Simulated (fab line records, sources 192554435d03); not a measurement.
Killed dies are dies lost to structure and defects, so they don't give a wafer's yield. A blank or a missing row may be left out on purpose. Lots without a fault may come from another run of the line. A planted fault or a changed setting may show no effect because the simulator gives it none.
A struck lot beside a sound one | flow n5_finfet | 15 steps out of a route of 1938
Sound: wafers L574.1, L574.3, L574.4. Struck: wafer L580.2. (L580.1 of the same lot was not struck and is left out.) The cause comes at the end.
At each step with rows: each side's tool, then ch and its chambers, then its first start. Under that, the readings that differ: sound wafers | struck wafers | difference of the means | sigmas: that difference in standard deviations of wafers without a fault.
alike: readings whose means differ by less than 2 such deviations, and words and numbers that are the same on both sides. not compared: withheld readings, readings that some wafer has no value for, bounds like >300 that may hide the same value, and numbers for which the record gives no deviation and whose values overlap.
The two part at a step that has a row with sigmas, a row that says differs or no value, or rows on one side only. Numbers that don't overlap but have no deviation are shown without sigmas and don't part them. A reading that every wafer of one side lacks parts them only if that side has two wafers or more.

first, 1 step without rows for these wafers: N5_BEOL_M2_STRIP_36 (strips in N2/H2).
N5_BEOL_M2_TRENCH_ETCH_37: etches SiOC in C4F6/O2, target depth 55.555 nm, time 29.2 s.
  sound on rie_diel-04 ch 0,1,2; struck on rie_diel-05 ch 3
  reading                | sound       | struck | difference | sigmas
  rf_hours_counter_h (h) | 250 174 249 | 98     | -126       |
  alike: chamber_pressure_mTorr, drypump_motor_current_A, oes_product_au, rf_vpp_V, showerhead_plenum_p_Torr, throttle_valve_pct
N5_BEOL_M2_ETCH_41: etches SiCN in CH3F/O2, target depth 29.9 nm, time 52.5 s.
  sound on rie_diel-04 ch 0,1,2; struck on rie_diel-05 ch 3
  reading                | sound       | struck | difference | sigmas
  rf_hours_counter_h (h) | 250 174 249 | 98     | -126       |
  alike: chamber_pressure_mTorr, drypump_motor_current_A, oes_product_au, rf_vpp_V, showerhead_plenum_p_Torr, throttle_valve_pct
N5_BEOL_M2_STRIP_97: strips in N2/H2, time 10 s.
  sound on rie_diel-04 ch 0,1,2; struck on rie_diel-05 ch 3
  reading                | sound       | struck | difference | sigmas
  rf_hours_counter_h (h) | 250 174 249 | 98     | -126       |
  alike: chamber_pressure_mTorr, drypump_motor_current_A, oes_product_au, rf_vpp_V, showerhead_plenum_p_Torr, throttle_valve_pct
N5_BEOL_M2_OCD_MEAS_38:
  sound on ocd-01, day 7 11:46; struck on ocd-02, day 9 12:41
  alike: trench_depth_nm
then, 4 steps without rows for these wafers: N5_BEOL_M2_HM_STRIP_39 (strips TiN in peroxide tin strip, target depth 25 nm, time 158 s); N5_BEOL_M2_SRD_40 (time 30 s); N5_BEOL_M2_PRECLEAN_42 (cleans in residue remover, time 60 s); N5_BEOL_M2_SRD_43 (time 30 s).
N5_BEOL_M2_CD_MEAS_35: target cd 18 nm, target cd y 22.2 nm.
  sound on cd_sem-02, day 7 11:56; struck on cd_sem-01, day 9 12:50
  alike: cd_nm
N5_BEOL_M2_DEGAS_44: time 60 s.
  sound on pvd_sputter-01, day 7 12:11; struck on pvd_sputter-02, day 9 13:07
  alike: heater_power_w
then, 1 step without rows for these wafers: N5_BEOL_M2_PRE_CLEAN_45 (time 30 s).
N5_BEOL_M2_ALD_84: deposits TaN, pulse time 2 s, purge time 3 s, co reactant purge time 2 s.
  sound on ald_metal-02 ch 0,2,3, day 7 12:25; struck on ald_metal-01 ch 1, day 9 13:21
  reading               | sound          | struck | difference | sigmas
  ald_cycles            | 30 30 30       | 29     | -1         |
  heater_power_w (W)    | 400 444 456    | 336    | -97        | -2
  since_wet_clean_h (h) | 4435 4435 4435 | 1407   | -3028      |
  alike: precursor_vessel_carrier_sccm
N5_BEOL_M2_SURFACE_TREAT_85:
  sound on pvd_sputter-01, day 7 12:39; struck on pvd_sputter-03, day 9 13:35
  not compared: throttle_valve_pct
-- the record jumps here: 4 days lie between the struck wafers' starts before and after (it left off in module BEOL_M2 and takes up again in module BEOL_M4, whose first step shown is number 1111 of the route) --
N5_BEOL_M4_RC_MEAS_101:
  sound on prober-02 ch 0, day 9 01:06; struck on prober-01 ch 0, day 13 12:00
  alike: DIBL_N, DIBL_P, IOFF_N, IOFF_P, ION_N, ION_P, SS_N, SS_P, VT_N, VT_P

WHERE THEY PART
Only at N5_BEOL_M2_ALD_84, within this record. Later steps at which nothing parts them and some readings are alike: N5_BEOL_M4_RC_MEAS_101.

WHY: what the simulator had put in
Process parameter drift: ald_metal-01, from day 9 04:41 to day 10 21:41, at N5_BEOL_M2_ALD_84. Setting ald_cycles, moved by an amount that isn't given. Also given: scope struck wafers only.
